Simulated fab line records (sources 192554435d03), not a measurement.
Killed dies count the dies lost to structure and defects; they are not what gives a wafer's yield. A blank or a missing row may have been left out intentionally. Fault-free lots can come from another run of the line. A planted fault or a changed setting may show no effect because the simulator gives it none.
fab line records | flow n5Finfet | part 1 of 2: steps 1 to 4 of 6
[record] lots = 20 wafers = 60 lastDay = 18
route steps=1938 shown BEOL_M4@1103 BEOL_M5@1116
lots untouched by any fault: they come from a run of this same line in which no faults occurred
startH: the number of hours between the record's first day and the start of the first shown wafer of the lot | waitH: hours from the lot's prior step to this one | " as in the row above | L1.1+2: one row covering several wafers at once | - no value, or no start given | * or withheld: withheld | < > ~ a bound
route shown NAME@n: NAME is a module with steps in the file, n the number in the route of the first one | usual: mean and standard deviation over wafers with no fault | same: alike in all rows | chamber/n: place in a boat | sites: the reading at each site | _std_site: the standard deviation of these | _edge_site: mean of outer sites minus mean of inner sites | radiusMm: how far each site lies from the wafer's centre | mask NAME#n: copy n | behind: the tool/chamber that last shaped the wafer | hold: what put the lot on hold/how long, in hours/how the hold closed | device: the transistor (n, p or np) that didn't switch | end of line: tests run on the same wafers once the route is complete | a step with no rows: only its recipe | killed: dies lost to structure and defects at the first sort, not the wafer's yield | map: dies across one wafer; x = killed, . = not, _ = none there
set.NAME: the setting as run; set.NAME@STEP: as run at that earlier step | model.NAME: the simulator's own value behind a step, which no gauge read
a sample of lots followed through the steps of the route, with each step as a table and each wafer as a row
services: the hour from which a tool's chamber was out of use, counted from the record's first day as startH (under 0 if before that day), plus the number of hours and why
[[steps]]
[step N5_BEOL_M4_CMP_52]
[recipe] stopOn = SiOC tOverpolishS = 6.8 downForcePsi = 1 platenRpm = 50 clearingPlatenDownForcePsi = 1.5 clearingPlatenRpm = 50 postCmpClean = cuAlkaline targetThkNm = 40 clearingPlatenPadVelocityMS = 0.99484 padVelocityMS = 0.99484
[usual] barrierFieldEndpointS = 24.8/0.77 motorCurrentA = 5.9/0.56 overpolishRunS = 6.800/0.0094 retainingRingPressureFrac = 1.001/0.0051 timeToEndpointS = 62/4.5
// columns lot.wafer tool chamber startH waitH barrierFieldEndpointS motorCurrentA overpolishRunS retainingRingPressureFrac timeToEndpointS
L074.1 cmp-03 1 160.80 0.3 25.2 6.8 6.798 1.001 65
L074.2 " 2 " " 23.7 5.7 6.785 1.002 59
L074.5 " 2 " " 24.0 5.9 6.809 1.000 56
L076.2 cmp-02 3 168.63 0.4 25.2 6.5 6.793 1.000 66
L076.1 " 0 " " 25.0 6.3 6.803 1.001 65
L076.3 " 1 " " 25.9 7.0 6.802 1.007 74
L077.3 cmp-03 2 175.03 0.2 24.2 6.0 6.799 1.012 58
L077.4 " 3 " " 24.6 5.1 6.803 1.017 65
L077.5 " 1 " " 25.0 6.5 6.803 1.001 68
L078.3 cmp-04 2 193.76 1.4 24.1 5.9 6.801 1.002 62
L078.1 " 0 " " 25.1 6.0 6.805 0.997 68
L078.4 " 1 " " 25.5 5.8 6.806 0.999 65
L080.3 cmp-04 3 199.82 0.2 23.9 5.5 6.802 0.998 61
L080.2 " 0 " " 25.5 5.8 6.785 1.004 69
L080.4 " 1 " " 26.1 5.4 6.803 0.998 67
L081.1 cmp-04 1 213.55 0.3 25.8 5.6 6.803 1.011 69
L081.3 " 0 " " 26.0 6.1 6.809 1.003 65
L081.6 " 2 " " 25.6 5.5 6.786 0.998 65
L082.1 cmp-04 2 217.45 0.3 25.5 5.5 6.793 0.997 65
L082.3 " 0 " " 25.8 5.9 6.798 0.992 68
L082.4 " 1 " " 25.9 5.8 6.811 0.996 67
L083.2 cmp-03 2 222.24 0.2 23.8 6.1 6.809 0.994 60
L083.3 " 3 " " 25.0 4.9 6.807 0.998 64
L083.6 " 1 " " 26.0 6.4 6.810 1.007 67
L084.3 cmp-02 2 226.32 0.2 24.2 4.9 6.802 0.998 62
L084.5 " 1 " " 25.1 6.4 6.801 1.006 64
L084.6 " 2 " " 24.8 4.8 6.807 1.005 60
L085.1 cmp-03 1 229.84 0.5 24.8 6.1 6.807 0.995 63
L085.2 " 2 " " 23.9 6.3 6.802 0.997 56
L085.6 " 1 " " 25.9 6.3 6.786 0.993 69
L086.3 cmp-03 1 247.60 0.3 25.9 6.3 6.799 1.007 62
L086.4 " 2 " " 25.5 6.1 6.797 1.005 56
L086.5 " 2 " " 24.1 6.4 6.800 1.009 54
L087.4 cmp-02 0 255.74 0.2 24.3 6.1 6.787 1.004 60
L087.3 " 1 " " 24.7 6.4 6.805 0.999 65
L087.5 " 2 " " 25.0 4.7 6.813 0.999 61
L088.2 cmp-02 1 256.23 0.2 25.6 6.3 6.782 1.003 64
L088.1 " 2 " " 24.3 5.2 6.789 0.998 60
L088.5 " 1 " " 25.3 6.3 6.791 1.001 65
L089.2 cmp-02 2 273.61 0.4 23.8 4.8 6.815 1.003 58
L089.6 " 3 " " 24.3 6.0 6.794 1.003 57
L089.5 " 0 " " 24.6 6.1 6.797 1.001 57
L091.1 cmp-03 0 279.54 0.4 23.9 5.8 6.806 0.993 59
L091.3 " 3 " " 25.3 4.9 6.797 1.016 63
L091.6 " 0 " " 25.2 5.7 6.788 0.994 60
L092.2 cmp-02 3 284.41 0.2 23.4 6.2 6.797 1.002 58
L092.1 " 1 " " 24.9 6.7 6.790 0.995 64
L092.5 " 3 " " 23.8 6.4 6.792 1.010 55
L094.4 cmp-02 2 285.80 0.5 24.8 4.5 6.792 1.001 55
L094.2 " 3 " " 24.3 5.8 6.793 0.992 57
L094.3 " 0 " " 23.9 6.5 6.806 1.003 56
L095.4 cmp-03 2 288.48 0.2 24.1 6.0 6.795 0.993 61
L095.5 " 1 " " 25.9 6.2 6.817 1.002 73
L095.6 " 2 " " 23.8 6.2 6.793 1.001 63
L093.4 cmp-03 0 288.98 0.1 24.6 5.4 6.810 0.993 60
L093.1 " 2 " " 24.5 6.3 6.793 0.994 61
L093.5 " 0 " " 24.8 5.8 6.810 0.998 61
L097.2 cmp-02 2 320.33 0.2 23.4 5.0 6.810 0.992 57
L097.4 " 1 " " 24.9 6.2 6.793 1.006 67
L097.5 " 2 " " 23.1 4.7 6.798 1.003 56
[step N5_BEOL_M5_HM_DEP_02]
[recipe] material = TiN targetThkA = 200 tempC = 25 chamberPressurePa = 0.49996
[usual] throttleValvePct = 29.5/0.93
// columns lot.wafer tool chamber startH waitH throttleValvePct
L074.1 pvdSputter-02 - 163.72 0.4 30.2
L074.2 " - " " 30.0
L074.5 " - " " 32.0
L076.1 pvdSputter-01 - 171.71 0.4 28.7
L076.2 " - " " 29.9
L076.3 " - " " 28.8
L077.3 pvdSputter-03 - 179.91 2.7 28.6
L077.4 " - " " 29.3
L077.5 " - " " 29.4
L078.1 pvdSputter-02 - 196.39 0.2 32.0
L078.3 " - " " 30.2
L078.4 " - " " 29.8
L080.2 pvdSputter-02 - 205.54 3.1 31.9
L080.3 " - " " 30.2
L080.4 " - " " 29.3
L081.1 pvdSputter-02 - 217.24 1.4 31.5
L081.3 " - " " 30.0
L081.6 " - " " 31.9
L082.1 pvdSputter-01 - 220.55 0.8 28.9
L082.3 " - " " 29.6
L082.4 " - " " 28.8
L083.2 pvdSputter-02 - 226.06 1.6 30.0
L083.3 " - " " 29.2
L083.6 " - " " 30.0
L084.3 pvdSputter-02 - 229.98 1.4 31.7
L084.5 " - " " 29.9
L084.6 " - " " 31.8
L085.1 pvdSputter-01 - 235.82 3.8 29.9
L085.2 " - " " 28.7
L085.6 " - " " 28.7
L086.3 pvdSputter-01 - 249.90 0.0 28.7
L086.4 " - " " 28.7
L086.5 " - " " 29.7
L087.3 pvdSputter-03 - 258.82 0.9 28.9
L087.4 " - " " 28.5
L087.5 " - " " 29.0
L088.1 pvdSputter-02 - 259.01 0.6 30.3
L088.2 " - " " 32.0
L088.5 " - " " 30.0
L089.2 pvdSputter-03 - 276.38 0.1 28.7
L089.5 " - " " 28.6
L089.6 " - " " 29.5
L091.1 pvdSputter-01 - 284.21 2.5 29.1
L091.3 " - " " 28.6
L091.6 " - " " 30.0
L092.1 pvdSputter-02 - 288.02 1.3 29.7
L092.2 " - " " 30.2
L092.5 " - " " 29.9
L094.2 pvdSputter-01 - 288.57 0.3 28.8
L094.3 " - " " 28.8
L094.4 " - " " 28.8
L095.4 pvdSputter-01 - 291.43 0.8 29.1
L095.5 " - " " 28.6
L095.6 " - " " 29.8
L093.1 pvdSputter-03 - 292.94 1.7 29.0
L093.4 " - " " 28.7
L093.5 " - " " 29.3
L097.2 pvdSputter-01 - 323.47 0.4 28.7
L097.4 " - " " 29.6
L097.5 " - " " 28.8
[step N5_BEOL_M5_ETCH_72]
[recipe] chemistry = N2/H2 target = underlayer targetDepthA = 65 maskMaterial = CAR-EUV timeS = 5.2 ionEnergyEv = 200 pressureMtorr = 30 sourceW = 840 biasW = 150 n2FlowSccm = 200 h2FlowSccm = 200 ends = cleared
[usual] drypumpMotorCurrentA = 5.8/0.5 etchRfOnTimeS = 5.19/0.16 oesProductAu = 0.61/0.051 rfVppV = 524.7/2.4 showerheadPlenumPTorr = 2.58/0.083 throttleValvePct = 17.97/0.24
// columns lot.wafer tool chamber startH waitH drypumpMotorCurrentA etchRfOnTimeS oesProductAu rfHoursCounterH rfVppV showerheadPlenumPTorr throttleValvePct
L074.1 rieDiel-03 3 164.29 0.0 5.9 5.13 0.59 217 525.8 2.65 18.56
L074.2 " 2 " " 5.6 5.40 0.66 101 522.3 2.58 18.12
L074.5 " 2 " " 5.7 5.40 0.66 - 524.0 2.58 18.16
L076.1 rieDiel-06 1 172.39 0.0 5.7 5.20 0.60 202 525.7 2.61 17.61
L076.2 " 0 " " 5.7 5.38 0.60 195 525.7 2.63 17.80
L076.3 " 2 " " 6.7 5.20 0.67 132 522.7 2.45 17.92
L077.3 rieDiel-03 1 180.58 0.0 6.5 5.22 0.58 231 525.6 2.64 18.23
L077.4 " 3 " " 5.9 5.22 0.58 223 528.3 2.64 18.57
L077.5 " 0 " " 5.9 5.28 0.60 - 525.1 2.65 18.05
L078.1 rieDiel-05 0 197.07 0.0 5.4 4.97 0.66 161 529.2 2.63 17.59
L078.3 " 2 " " 6.4 5.28 0.61 207 525.5 2.64 17.95
L078.4 " 3 " " 6.0 5.03 0.59 228 521.2 2.52 18.12
L080.2 rieDiel-05 1 206.09 0.0 5.1 5.35 0.58 198 523.6 2.65 18.24
L080.3 " 0 " " 5.3 4.87 0.66 163 525.7 2.63 17.59
L080.4 " 3 " " 6.1 5.01 0.57 231 522.1 2.51 18.11
L081.1 rieDiel-06 1 217.79 0.0 5.7 5.22 0.58 214 525.7 2.61 17.66
L081.3 " 2 " " 6.7 5.21 0.65 144 521.3 2.45 17.97
L081.6 " 1 " " 5.7 5.18 0.59 - 526.4 2.61 17.66
L082.1 rieDiel-05 0 221.22 0.0 5.3 4.93 0.66 167 523.1 2.63 17.60
L082.3 " 3 " " 6.0 5.01 0.58 235 522.0 2.51 18.12
L082.4 " 2 " " 6.3 5.21 0.63 214 523.3 2.64 17.97
L083.2 rieDiel-05 2 226.84 0.0 6.3 5.23 0.61 216 524.4 2.64 17.95
L083.3 " 0 " " 5.3 4.84 0.66 169 526.8 2.63 17.60
L083.6 " 3 " " 6.0 5.02 0.57 - 521.4 2.51 18.12
L084.3 rieDiel-06 3 230.53 0.0 5.2 5.13 0.62 219 520.1 2.40 17.82
L084.5 " 2 " " 6.8 5.16 0.65 - 520.5 2.45 17.97
L084.6 " 1 " " 5.7 5.19 0.59 - 525.7 2.61 17.66
L085.1 rieDiel-06 0 236.45 0.0 5.7 5.31 0.59 214 527.6 2.62 17.82
L085.2 " 3 " " 5.2 5.17 0.62 220 520.1 2.40 17.78
L085.6 " 0 " " 5.7 5.31 0.59 - 525.6 2.62 17.81
L086.3 rieDiel-05 2 251.65 0.0 6.4 5.23 0.61 223 526.3 2.63 17.96
L086.4 " 3 " " 6.1 5.00 0.59 243 523.7 2.51 18.11
L086.5 " 1 " " 5.1 5.34 0.58 - 525.1 2.65 18.23
L087.3 rieDiel-03 0 259.50 0.0 5.9 5.31 0.60 208 527.6 2.64 18.11
L087.4 " 1 " " 6.5 5.21 0.57 - 524.9 2.63 18.26
L087.5 " 0 " " 5.9 5.30 0.58 - 525.2 2.64 18.09
L088.1 rieDiel-05 0 259.68 0.0 5.3 4.84 0.65 178 525.0 2.63 17.60
L088.2 " 2 " " 6.3 5.18 0.60 226 524.3 2.63 17.97
L088.5 " 1 " " 5.1 5.31 0.58 - 526.5 2.65 18.24
L089.2 rieDiel-06 0 276.93 0.0 5.7 5.38 0.58 227 525.1 2.62 17.84
L089.5 " 0 " " 5.7 5.35 0.58 - 527.9 2.62 17.83
L089.6 " 1 " " 5.7 5.21 0.57 - 527.4 2.60 17.68
L091.1 rieDiel-06 2 284.87 0.0 6.7 5.21 0.64 166 520.3 2.44 17.99
L091.3 " 3 " " 5.2 5.13 0.60 238 520.6 2.39 17.82
L091.6 " 3 " " 5.2 5.18 0.60 - 519.2 2.39 17.86
L092.1 rieDiel-03 1 289.02 0.0 6.5 5.21 0.56 259 525.4 2.63 18.27
L092.2 " 0 " " 5.9 5.30 0.59 218 524.8 2.64 18.13
L092.5 " 2 " " 5.7 5.45 0.63 - 523.0 2.56 18.20
L094.2 rieDiel-06 3 289.56 0.0 5.2 5.19 0.61 240 521.5 2.39 17.83
L094.3 " 2 " " 6.7 5.13 0.64 167 520.0 2.44 17.98
L094.4 " 1 " " 5.7 5.10 0.58 236 529.1 2.60 17.69
L095.4 rieDiel-05 3 291.99 0.0 6.0 4.83 0.85 - 523.1 2.51 17.67
L095.5 " 2 " " 6.3 5.14 0.60 - 526.6 2.63 18.01
L095.6 " 0 " " 5.3 4.82 0.66 - 525.5 2.62 17.64
L093.1 rieDiel-06 0 293.98 0.0 5.7 5.38 0.57 234 525.0 2.61 17.85
L093.4 " 2 " " 6.8 5.20 0.63 168 520.0 2.44 18.02
L093.5 " 0 " " 5.7 5.34 0.57 - 528.0 2.61 17.85
L097.2 rieDiel-05 0 324.14 0.0 5.3 4.87 0.63 198 525.3 2.62 17.68
L097.4 " 3 " " 6.0 5.00 0.81 11 523.9 2.50 17.72
L097.5 " 1 " " 5.1 5.29 0.58 - 525.6 2.64 18.29
[step N5_BEOL_M5_STRIP_64]
[recipe] chemistry = CF4 resist = SiARC powerW = 300 biasPowerW = 75 pressureMtorr = 50 cf4FlowSccm = 150 rfFrequencyHz = 6e+07
[usual] biasPowerW = 75.01/0.19 cf4FlowSccm = 150.0/0.49 drypumpMotorCurrentA = 5.8/0.49 oesProductAu = 0.71/0.053 rfVppV = 271.6/1.4 showerheadPlenumPTorr = 1.81/0.049 throttleValvePct = 13.66/0.18
// columns lot.wafer tool chamber startH waitH biasPowerW cf4FlowSccm drypumpMotorCurrentA oesProductAu rfHoursCounterH rfVppV showerheadPlenumPTorr throttleValvePct
L074.1 rieDiel-03 3 164.46 0.0 75.07 150.1 5.9 0.68 217 272.0 1.86 14.04
L074.2 " 2 " " 75.09 149.5 5.6 0.78 101 271.0 1.81 13.77
L074.5 " 2 " " 75.01 149.9 5.6 0.78 - 271.7 1.81 13.78
L076.1 rieDiel-06 1 172.56 0.0 74.99 150.9 5.7 0.68 202 272.7 1.85 13.49
L076.2 " 0 " " 75.11 149.3 5.8 0.70 195 271.4 1.84 13.50
L076.3 " 2 " " 75.10 149.8 6.7 0.77 132 269.1 1.73 13.61
L077.3 rieDiel-03 1 180.75 0.0 75.02 150.1 6.4 0.67 231 271.8 1.82 13.76
L077.4 " 3 " " 75.25 150.5 5.9 0.67 223 271.9 1.86 14.05
L077.5 " 0 " " 74.94 150.4 5.9 0.71 - 272.4 1.86 13.63
L078.1 rieDiel-05 0 197.24 0.0 74.91 150.6 5.3 0.73 161 272.4 1.88 13.49
L078.3 " 2 " " 74.76 149.3 6.3 0.72 207 271.5 1.83 13.43
L078.4 " 3 " " 75.02 150.8 6.1 0.67 229 270.7 1.77 13.76
L080.2 rieDiel-05 1 206.26 0.0 75.16 150.0 5.1 0.70 198 272.4 1.86 13.84
L080.3 " 0 " " 75.20 149.8 5.3 0.74 163 271.7 1.88 13.48
L080.4 " 3 " " 75.21 149.5 6.1 0.67 231 271.7 1.77 13.75
L081.1 rieDiel-06 1 217.96 0.0 74.74 150.1 5.7 0.68 214 272.4 1.84 13.52
L081.3 " 2 " " 75.30 150.6 6.7 0.76 144 269.0 1.73 13.63
L081.6 " 1 " " 74.92 149.1 5.7 0.67 - 271.4 1.84 13.51
L082.1 rieDiel-05 0 221.40 0.0 74.76 150.8 5.3 0.73 167 273.3 1.88 13.49
L082.3 " 3 " " 74.99 149.7 6.1 0.66 235 270.1 1.76 13.76
L082.4 " 2 " " 75.03 150.1 6.3 0.72 214 272.5 1.82 13.44
L083.2 rieDiel-05 2 227.01 0.0 74.97 150.6 6.3 0.72 216 272.1 1.82 13.46
L083.3 " 0 " " 75.22 149.9 5.3 0.73 169 273.7 1.88 13.52
L083.6 " 3 " " 75.19 150.7 6.0 0.66 - 271.0 1.76 13.77
L084.3 rieDiel-06 3 230.70 0.0 74.75 150.7 5.2 0.72 219 269.5 1.73 13.84
L084.5 " 2 " " 75.08 149.4 6.7 0.76 - 269.4 1.73 13.65
L084.6 " 1 " " 75.23 150.6 5.7 0.67 - 272.1 1.84 13.51
L085.1 rieDiel-06 0 236.62 0.0 74.48 150.6 5.7 0.69 214 273.0 1.84 13.54
L085.2 " 3 " " 74.81 150.1 5.2 0.71 220 269.5 1.73 13.87
L085.6 " 0 " " 74.84 150.3 5.8 0.69 - 272.9 1.84 13.54
L086.3 rieDiel-05 2 251.82 0.0 75.14 150.1 6.3 0.71 223 272.8 1.82 13.46
L086.4 " 3 " " 74.74 150.1 6.0 0.67 243 270.7 1.76 13.79
L086.5 " 1 " " 75.16 149.2 5.1 0.69 - 271.2 1.86 13.86
L087.3 rieDiel-03 0 259.67 0.0 75.05 149.8 5.9 0.70 208 272.4 1.85 13.67
L087.4 " 1 " " 75.18 149.7 6.4 0.66 - 271.8 1.81 13.79
L087.5 " 0 " " 74.80 149.1 5.9 0.70 - 272.5 1.85 13.67
L088.1 rieDiel-05 0 259.86 0.0 75.00 149.9 5.3 0.72 178 273.5 1.87 13.52
L088.2 " 2 " " 74.89 149.2 6.4 0.71 226 270.6 1.82 13.46
L088.5 " 1 " " 74.99 149.7 5.1 0.68 - 271.2 1.86 13.85
L089.2 rieDiel-06 0 277.10 0.0 75.01 149.8 5.7 0.68 227 271.3 1.83 13.56
L089.5 " 0 " " 75.06 148.8 5.7 0.68 - 272.3 1.83 13.56
L089.6 " 1 " " 75.14 149.9 5.7 0.67 - 272.9 1.84 13.56
L091.1 rieDiel-06 2 285.04 0.0 75.14 149.4 6.7 0.74 166 269.3 1.72 13.69
L091.3 " 3 " " 74.80 150.1 5.2 0.71 238 271.0 1.73 13.88
L091.6 " 3 " " 74.62 150.2 5.1 0.70 - 268.1 1.73 13.88
L092.1 rieDiel-03 1 289.19 0.0 74.87 149.8 6.4 0.66 259 272.6 1.81 13.80
L092.2 " 0 " " 75.06 149.8 5.9 0.68 218 272.8 1.85 13.69
L092.5 " 2 " " 74.99 150.0 5.6 0.75 - 270.4 1.80 13.84
L094.2 rieDiel-06 3 289.73 0.0 75.12 149.6 5.1 0.70 240 269.3 1.73 13.89
L094.3 " 2 " " 74.68 150.6 6.7 0.74 167 268.7 1.72 13.69
L094.4 " 1 " " 75.37 149.8 5.7 0.66 236 272.4 1.84 13.57
L095.4 rieDiel-05 3 292.16 0.0 75.02 149.3 6.0 0.95 - 269.7 1.76 13.22
L095.5 " 2 " " 74.90 149.3 6.3 0.71 - 271.9 1.82 13.50
L095.6 " 0 " " 75.08 150.2 5.3 0.72 - 271.7 1.87 13.55
L093.1 rieDiel-06 0 294.15 0.0 74.90 150.1 5.7 0.68 234 272.7 1.83 13.58
L093.4 " 2 " " 75.14 150.4 6.7 0.74 168 269.9 1.72 13.70
L093.5 " 0 " " 74.92 149.9 5.7 0.68 - 271.7 1.83 13.60
L097.2 rieDiel-05 0 324.31 0.0 74.71 149.6 5.3 0.71 198 271.4 1.87 13.57
L097.4 " 3 " " 75.04 149.7 6.0 0.92 11 271.3 1.76 13.24
L097.5 " 1 " " 74.96 149.8 5.1 0.68 - 273.8 1.85 13.91
